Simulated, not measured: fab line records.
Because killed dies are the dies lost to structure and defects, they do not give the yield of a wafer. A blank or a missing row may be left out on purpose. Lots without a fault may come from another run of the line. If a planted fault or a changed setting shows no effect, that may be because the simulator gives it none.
Matching of chambers    flow n5_finfet    4 sister chambers for N5_FIN_CUT_CUT_ETCH_27 on rie_diel-03
The step etches SiO2 in CHF3/O2, target depth 4 nm, overetch 2 nm, time 4.9 s. 8 wafers are shown with their chamber, then 9 later ones without.

== WAFERS WITH THEIR CHAMBER ==
wafer   chamber  drypump_motor_current_A (A)  showerhead_plenum_p_Torr (Torr)
L079.3  1        5.7                          2.50
L086.3  2        5.7                          2.37
L086.5  2        5.7                          2.37
L090.4  3        6.3                          2.47
L090.6  0        6.2                          2.48
L093.2  1        5.7                          2.49
L093.4  3        6.4                          2.46
L093.5  0        6.2                          2.48

== WAFERS WITH NO CHAMBER GIVEN ==
wafer   drypump_motor_current_A (A)  showerhead_plenum_p_Torr (Torr)
L095.1  6.3                          2.46
L095.4  6.2                          2.48
L095.5  6.3                          2.46
L096.2  6.2                          2.48
L096.4  6.4                          2.46
L096.6  6.2                          2.48
L097.4  5.8                          2.49
L097.5  6.2                          2.48
L097.6  6.3                          2.46

== THE CHAMBER EACH PASSED THROUGH ==
wafer   from the rows above  in truth
L095.1  3                    3
L095.4  0                    0
L095.5  3                    3
L096.2  0                    0
L096.4  3                    3
L096.6  0                    0
L097.4  1                    1
L097.5  0                    0
L097.6  3                    3
9 of 9 placed correctly. Left unplaced by these rows: 0. Number placed wrongly: 0.
How it was worked out, from the rows above alone: a wafer's distance from a chamber is the root of the sum, over the readings, of the square of ((its reading less the chamber's mean) divided by the reading's scatter). If the next closest chamber is less than 2 further off than the closest, the wafer can't be placed; otherwise it belongs to the closest. For every chamber, the mean is computed from those of its wafers that are shown. The scatter: take each reading less its chamber's mean, square it, sum over the shown wafers, divide by the number of wafers less the number of chambers, and take the root.
